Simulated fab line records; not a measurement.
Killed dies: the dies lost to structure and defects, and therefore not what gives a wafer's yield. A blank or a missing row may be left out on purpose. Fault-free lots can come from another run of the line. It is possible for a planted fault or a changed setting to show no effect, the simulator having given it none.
Split-lot trial :: flow n5 finfet :: on a route of 1938 steps: 7 lots, 21 wafers read

SPLIT DETAILS
At N5_BEOL_M0_SAQP_PEB_12 (peb time 60 s), the setting peb time s was moved away from the recipe's 60 s on 8 of the 21 wafers read, by -13.0% to +19.0%. This setting was run at the recipe's value on the other wafers.

FROM SPLIT TO READING: 1 step shown by the file between the two
- N5_BEOL_M0_SAQP_DEVELOP_13: develop time 30 s

THE READING
Shown in nm: cd nm at N5_BEOL_M0_SAQP_CD_MEAS_14, with target cd 42.5 nm. Typical for fault-free wafers on this fab line: 42.4 nm, with standard deviation 0.38 nm.

wafer: L079.4
tool, chamber at the split: litho track-03, 0
peb time s as run, s: 60
against the recipe: recipe
cd nm, nm: 42.3
against lot-mates on the recipe: -

wafer: L079.5
tool, chamber at the split: litho track-03, 0
peb time s as run, s: 60
against the recipe: recipe
cd nm, nm: 42.2
against lot-mates on the recipe: -

wafer: L079.6
tool, chamber at the split: litho track-03, 0
peb time s as run, s: 60
against the recipe: recipe
cd nm, nm: 42.4
against lot-mates on the recipe: -

wafer: L080.3
tool, chamber at the split: litho track-05, 0
peb time s as run, s: 60
against the recipe: recipe
cd nm, nm: 42.3
against lot-mates on the recipe: -

wafer: L080.4
tool, chamber at the split: litho track-05, 0
peb time s as run, s: 60
against the recipe: recipe
cd nm, nm: 43.0
against lot-mates on the recipe: -

wafer: L080.5
tool, chamber at the split: litho track-05, 0
peb time s as run, s: 60
against the recipe: recipe
cd nm, nm: 42.1
against lot-mates on the recipe: -

wafer: L081.1
tool, chamber at the split: litho track-05, 0
peb time s as run, s: 54.78
against the recipe: -8.7%
cd nm, nm: 44.1
against lot-mates on the recipe: +1.1

wafer: L081.2
tool, chamber at the split: litho track-05, 0
peb time s as run, s: 60
against the recipe: recipe
cd nm, nm: 42.8
against lot-mates on the recipe: -

wafer: L081.4
tool, chamber at the split: litho track-05, 0
peb time s as run, s: 60
against the recipe: recipe
cd nm, nm: 43.2
against lot-mates on the recipe: -

wafer: L084.2
tool, chamber at the split: litho track-05, 0
peb time s as run, s: 71.39
against the recipe: +19.0%
cd nm, nm: 40.6
against lot-mates on the recipe: -2.0

wafer: L084.3
tool, chamber at the split: litho track-05, 0
peb time s as run, s: 71.39
against the recipe: +19.0%
cd nm, nm: 40.3
against lot-mates on the recipe: -2.3

wafer: L084.5
tool, chamber at the split: litho track-05, 0
peb time s as run, s: 60
against the recipe: recipe
cd nm, nm: 42.6
against lot-mates on the recipe: -

wafer: L085.2
tool, chamber at the split: litho track-05, 0
peb time s as run, s: 56.43
against the recipe: -5.9%
cd nm, nm: 42.3
against lot-mates on the recipe: +0.2

wafer: L085.5
tool, chamber at the split: litho track-05, 0
peb time s as run, s: 60
against the recipe: recipe
cd nm, nm: 41.9
against lot-mates on the recipe: -

wafer: L085.6
tool, chamber at the split: litho track-05, 0
peb time s as run, s: 60
against the recipe: recipe
cd nm, nm: 42.3
against lot-mates on the recipe: -

wafer: L090.1
tool, chamber at the split: litho track-04, 0
peb time s as run, s: 60
against the recipe: recipe
cd nm, nm: 42.7
against lot-mates on the recipe: -

wafer: L090.2
tool, chamber at the split: litho track-04, 0
peb time s as run, s: 69.53
against the recipe: +15.9%
cd nm, nm: 41.0
against lot-mates on the recipe: -1.7

wafer: L090.5
tool, chamber at the split: litho track-04, 0
peb time s as run, s: 69.53
against the recipe: +15.9%
cd nm, nm: 40.0
against lot-mates on the recipe: -2.7

wafer: L092.1
tool, chamber at the split: litho track-05, 0
peb time s as run, s: 52.18
against the recipe: -13.0%
cd nm, nm: 45.1
against lot-mates on the recipe: +2.4

wafer: L092.3
tool, chamber at the split: litho track-05, 0
peb time s as run, s: 60
against the recipe: recipe
cd nm, nm: 42.7
against lot-mates on the recipe: -

wafer: L092.5
tool, chamber at the split: litho track-05, 0
peb time s as run, s: 52.18
against the recipe: -13.0%
cd nm, nm: 44.7
against lot-mates on the recipe: +2.0

FIT RESULTS
A straight line over all 21 wafers: cd nm changes by -0.131 nm for each +1% of peb time s; r = -0.93; the points scatter about the line by 0.49 nm.
The same after taking each lot's own level away (the mean of its wafers on the recipe; 21 wafers): -0.132 nm for each +1%; r = -0.96; scatter 0.35 nm.
On that fit, the largest move of peb time s shifts the reading by 2.5 nm.
Across the lots, their own levels run from 42.10 to 43.00 nm, a range of 2.4 times the standard deviation given above.
Hence the lot-to-lot level has little effect on the slope; both slopes agree.
Check: -2.6 nm against its lot-mates is what the line predicts for one of the wafers moved furthest among these (+19.0%) when that wafer is left out of the fit. It came out at -2 nm against them.

ADDITIONAL SPLITS CARRIED BY THESE WAFERS
Before the reading, these wafers also passed through other splits. Each is held against what the fit with the lots' levels taken away leaves over:
other split on the same wafers: N5_HKMG_FIN_ETCH_54 source w
wafers away from the commonest value: 7
r with cd nm (lot level and that fit taken away): +0.02

other split on the same wafers: N5_GATE_CUT_COAT_27 spin rpm
wafers away from the commonest value: 10
r with cd nm (lot level and that fit taken away): +0.08

other split on the same wafers: N5_GATE_CUT_DESCUM_18 time s
wafers away from the commonest value: 6
r with cd nm (lot level and that fit taken away): -0.11

other split on the same wafers: N5_MOL_CONTACT_COAG_ETCH_15 source w
wafers away from the commonest value: 6
r with cd nm (lot level and that fit taken away): +0.17

other split on the same wafers: N5_MOL_CONTACT_COAG_ETCH_91 time s
wafers away from the commonest value: 7
r with cd nm (lot level and that fit taken away): +0.35

other split on the same wafers: N5_BEOL_M0_SAQP_COAT_08 spin rpm
wafers away from the commonest value: 8
r with cd nm (lot level and that fit taken away): +0.04

THE FILE'S OWN FIT
cd nm changes by -0.129 nm for each +1% of peb time s, r = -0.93.
